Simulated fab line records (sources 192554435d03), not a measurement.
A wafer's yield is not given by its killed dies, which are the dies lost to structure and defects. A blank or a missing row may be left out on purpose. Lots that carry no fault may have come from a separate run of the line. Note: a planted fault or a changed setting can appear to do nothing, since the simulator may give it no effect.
The tool behind it: which one?	flow n5 finfet	24 wafers from 8 lots sampled at 6 of the route's 1938 steps

== WHAT THE GAUGES READ, wafer by wafer ==
N5_BEOL_M2_CD_MEAS_28: target cd 26.2 nm, target cd y 24.1 nm. Usual: cd nm at 26.28 nm, with a standard deviation of 0.25.
lot	measured	on	cd nm (nm)	flag
L143	day 6 18:35	cd sem-01	26.23 26.01 26.53	
L147	day 7 22:40	cd sem-01	26.45 26.25 26.15	
L148	day 8 00:03	cd sem-03	26.21 25.97 26.40	
L151	day 8 16:37	cd sem-02	30.01 29.87 30.07	OFF
L152	day 9 03:49	cd sem-03	29.26 29.70 29.12	OFF
L157	day 10 15:34	cd sem-02	26.15 26.05 26.14	
L158	day 10 20:19	cd sem-01	26.49 26.05 26.31	
L161	day 11 02:47	cd sem-03	26.06 26.56 26.13	

N5_BEOL_M2_OVL_MEAS_29. Usual: V1_OVL gives 0.2 nm (standard deviation 0.75).
lot	measured	on	V1_OVL (nm)	flag
L143	day 6 18:37	overlay-02	1.5 1.4 2.1	
L147	day 7 22:43	overlay-01	-0.1 0.1 0.7	
L148	day 8 00:05	overlay-01	-0.4 0.3 -0.1	
L151	day 8 16:39	overlay-02	-0.5 -0.8 -0.3	
L152	day 9 03:51	overlay-02	0.7 0.6 0.4	
L157	day 10 15:37	overlay-01	-0.6 -1.2 -0.1	
L158	day 10 20:21	overlay-01	-0.3 -0.6 0.4	
L161	day 11 02:49	overlay-01	1.2 0.7 1.2	

N5_BEOL_M4_RC_MEAS_101. Usual: CHAIN_V1 228 ohm/link, standard deviation 8.4; CHAIN_V1_max_site 237 ohm/link, standard deviation 9.1; DIBL_N 36.0 mV/V, standard deviation 1.7; DIBL_P 35.8 mV/V, standard deviation 2; IOFF_N 0.15 nA/um, standard deviation 0.03; IOFF_P 0.20 nA/um, standard deviation 0.037; ION_N 670 uA/um, standard deviation 12; ION_P 460 uA/um, standard deviation 7.2; SS_N 71.5 mV/dec, standard deviation 0.68; SS_P 73.2 mV/dec, standard deviation 0.65; VT_N 250 mV, standard deviation 3.1; VT_P -251 mV, standard deviation 3.4.
lot	measured	on	CHAIN_V1 (ohm/link)	CHAIN_V1_max_site (ohm/link)	DIBL_N (mV/V)	DIBL_P (mV/V)	IOFF_N (nA/um)	IOFF_P (nA/um)	ION_N (uA/um)	ION_P (uA/um)	SS_N (mV/dec)	SS_P (mV/dec)	VT_N (mV)	VT_P (mV)	flag
L143	day 8 10:06	prober-01	229 228 217	231 236 219	36.0 37.1 36.7	37.1 37.0 36.6	0.17 0.18 0.18	0.24 0.23 0.23	684 682 669	471 464 467	71.4 71.3 71.6	73.4 73.3 73.3	249 248 249	-247 -248 -247	
L147	day 9 03:26	prober-01	218 235 224	223 245 232	39.0 39.3 34.0	38.2 38.9 32.5	0.22 0.23 0.12	0.31 0.33 0.20	669 663 657	465 463 464	72.4 72.1 70.2	75.0 74.9 72.8	244 244 250	-240 -241 -246	
L148	day 9 08:49	prober-02	215 219 221	223 224 231	33.1 35.5 34.2	33.7 36.5 35.5	0.12 0.16 0.14	0.15 0.18 0.18	662 666 682	454 449 469	71.1 71.8 71.3	73.2 73.2 72.5	252 248 251	-255 -254 -255	
L151	day 10 03:45	prober-01	179 171 183	188 177 189	37.8 40.1 37.4	37.9 41.5 36.9	0.17 0.24 0.17	0.24 0.30 0.21	666 692 683	464 474 464	72.3 72.6 72.0	73.3 74.2 73.6	249 244 252	-248 -246 -249	OFF
L152	day 10 15:08	prober-02	178 183 186	194 195 196	36.1 35.6 36.9	34.8 35.0 34.9	0.18 0.16 0.18	0.23 0.23 0.23	668 691 671	458 471 458	71.5 71.1 72.4	73.4 73.6 73.5	247 248 250	-249 -247 -247	OFF
L157	day 11 21:53	prober-02	227 232 223	231 241 231	34.5 37.2 37.5	34.6 37.2 38.0	0.12 0.16 0.16	0.16 0.19 0.20	667 676 672	455 457 460	71.1 71.5 72.1	72.6 72.8 73.8	252 250 252	-255 -254 -253	
L158	day 12 17:39	prober-01	216 232 210	222 242 223	35.4 35.4 34.2	35.2 36.6 32.8	0.14 0.16 0.12	0.20 0.23 0.17	676 674 670	469 466 457	71.5 71.5 71.4	73.1 73.0 72.7	252 249 251	-249 -247 -252	
L161	day 12 10:33	prober-01	234 249 222	244 261 228	37.5 34.2 33.3	38.7 34.3 33.9	0.19 0.12 0.11	0.21 0.15 0.14	678 670 655	456 455 443	72.3 71.8 71.4	73.8 73.0 72.8	251 255 255	-252 -259 -259	

== EACH LOT AND THE TOOL THAT RAN IT (in order: tool; ch and the chambers of the sampled wafers; start) ==
lot	N5_BEOL_M2_DESCUM_16	N5_BEOL_M2_EXPOSE_25	N5_BEOL_M2_ETCHBACK_99
L143	rie diel-03 ch 0,2,3, day 6 17:50	euv scanner-02 ch 0, day 6 18:27	rie diel-04 ch 0,2,3, day 6 20:10
L147	rie diel-03 ch 1,2,3, day 7 21:42	euv scanner-02 ch 0, day 7 22:32	rie diel-03 ch 0,1, day 8 00:51
L148	rie diel-03 ch 1,2, day 7 23:14	euv scanner-02 ch 0, day 7 23:54	rie diel-04 ch 1,2,3, day 8 01:47
L151	rie diel-03 ch 0,1, day 8 15:43	euv scanner-02 ch 0, day 8 16:28	rie diel-02 ch 0,1,3, day 8 20:39
L152	rie diel-04 ch 1,3, day 9 03:04	euv scanner-02 ch 0, day 9 03:41	rie diel-04 ch 1,2, day 9 04:32
L157	rie diel-04 ch 0,1, day 10 14:46	euv scanner-01 ch 0, day 10 15:26	rie diel-04 ch 0,1,3, day 10 20:11
L158	rie diel-02 ch 0,3, day 10 19:14	euv scanner-01 ch 0, day 10 20:10	rie diel-02 ch 0,1,2, day 11 07:44
L161	rie diel-04 ch 0,2, day 11 01:52	euv scanner-01 ch 0, day 11 02:38	rie diel-02 ch 0,1,2, day 11 07:22
- N5_BEOL_M2_DESCUM_16: chemistry O2, time 7 s.
- N5_BEOL_M2_EXPOSE_25: exposes mask V1, defocus 5 nm.
- N5_BEOL_M2_ETCHBACK_99: etches SiO2 in CHF3, target depth 5 nm, time 10.4 s.

== WHAT THE TOOLS THEMSELVES READ (means of the sampled wafers that have a number; where no wafer has one, the mark that the record gives instead) ==
N5_BEOL_M2_DESCUM_16. Usual: drypump motor current A 5.8 A, standard deviation 0.44; oes product au 0.82 a.u., standard deviation 0.087; rf fwd power W 49.34 W, standard deviation 0.23; rf vpp V 243.4 V, standard deviation 1.4; showerhead plenum p Torr 2.10 Torr, standard deviation 0.072; throttle valve pct 20.31 %, standard deviation 0.17.
lot	tool	drypump motor current A (A)	oes product au (a.u.)	rf fwd power W (W)	rf vpp V (V)	showerhead plenum p Torr (Torr)	throttle valve pct (%)	flag
L143	rie diel-03	5.5	0.74	49.40	243.5	2.07	20.48	
L147	rie diel-03	5.7	0.82	49.44	243.8	2.11	20.47	
L148	rie diel-03	5.3	0.75	49.47	243.7	2.08	20.59	
L151	rie diel-03	5.9	0.93	49.47	242.8	2.08	20.24	
L152	rie diel-04	5.6	0.77	49.22	243.8	2.13	20.29	
L157	rie diel-04	5.6	0.83	49.38	244.9	2.21	20.22	
L158	rie diel-02	6.0	0.81	49.12	243.6	2.12	20.22	
L161	rie diel-04	5.8	0.92	49.19	244.4	2.17	20.19	

N5_BEOL_M2_EXPOSE_25. Usual: exposure dose mJ cm2 62.90, standard deviation 0.073; reticle temp C 23.02 C, standard deviation 0.1.
lot	tool	exposure dose mJ cm2	reticle temp C (C)	flag
L143	euv scanner-02	62.92	22.90	
L147	euv scanner-02	62.97	22.98	
L148	euv scanner-02	62.99	22.96	
L151	euv scanner-02	78.02	23.01	OFF
L152	euv scanner-02	74.97	23.02	OFF
L157	euv scanner-01	62.85	22.98	
L158	euv scanner-01	62.86	23.08	
L161	euv scanner-01	62.81	23.03	

N5_BEOL_M2_ETCHBACK_99. Usual: drypump motor current A 5.8 A, standard deviation 0.38; oes product au 0.81 a.u., standard deviation 0.092; rf fwd power W 212.3 W, standard deviation 0.99; rf vpp V 242 V, standard deviation 6.4; showerhead plenum p Torr 2.18 Torr, standard deviation 0.08; throttle valve pct 16.99 %, standard deviation 0.17.
lot	tool	drypump motor current A (A)	oes product au (a.u.)	rf fwd power W (W)	rf vpp V (V)	showerhead plenum p Torr (Torr)	throttle valve pct (%)	flag
L143	rie diel-04	5.8	0.84	212.0	239	2.18	16.97	
L147	rie diel-03	5.9	0.96	212.3	245	2.16	16.93	
L148	rie diel-04	5.8	0.76	211.9	238	2.16	17.05	
L151	rie diel-02	5.9	0.75	212.2	244	2.15	16.99	
L152	rie diel-04	6.1	0.72	210.8	242	2.17	17.25	
L157	rie diel-04	5.6	0.80	212.2	240	2.21	16.93	
L158	rie diel-02	5.8	0.85	212.5	240	2.17	16.95	
L161	rie diel-02	5.8	0.85	212.8	240	2.17	16.95	

== THE ANSWER, worked out from the rows above alone ==
Rule: a lot counts as off when the mean over its wafers that have a number is more than 3 standard deviations away from the usual mean. A lot without any number at a reading at which 4 lots or more have one is off too. Where the step has rows for the other lots, those lots are counted as sound. After the gauges, taken in route order, come the tools' own readings; for these a lot's mean is taken, as printed above. At the first step where some lot is off, the reading lying furthest off is the one used; lots without a number count as furthest.
Off, at N5_BEOL_M2_CD_MEAS_28 on cd nm: L151, L152.
If a tool, at a process step before that reading, ran all the lots that are off and no sound lot after the first of them, it fits. The gauges at N5_BEOL_M2_CD_MEAS_28 aren't tried: what is off there is off at N5_BEOL_M4_RC_MEAS_101 too, on other tools, and a gauge's error can't cause that. One fits: N5_BEOL_M2_EXPOSE_25 on euv scanner-02. A fault onset in the window from L148 (day 7 23:54, its last sound lot) to L151 (day 8 16:28, its first lot off) fits.
On the lots that are off, the tool's own readings at N5_BEOL_M2_EXPOSE_25 differ by more than 5 times the standard deviation of the sound lots' means, which bears it out; exposure dose mJ cm2 reads 76.50 there versus 62.90 on the sound lots.

== WHAT HAD BEEN PUT IN BY THE SIMULATOR ==
Process parameter drift: euv scanner-02, from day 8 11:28 on, at N5_BEOL_M2_EXPOSE_25. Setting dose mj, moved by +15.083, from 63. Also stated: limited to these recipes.
Struck lots among those shown: L151, L152. Same finding as the rule above.
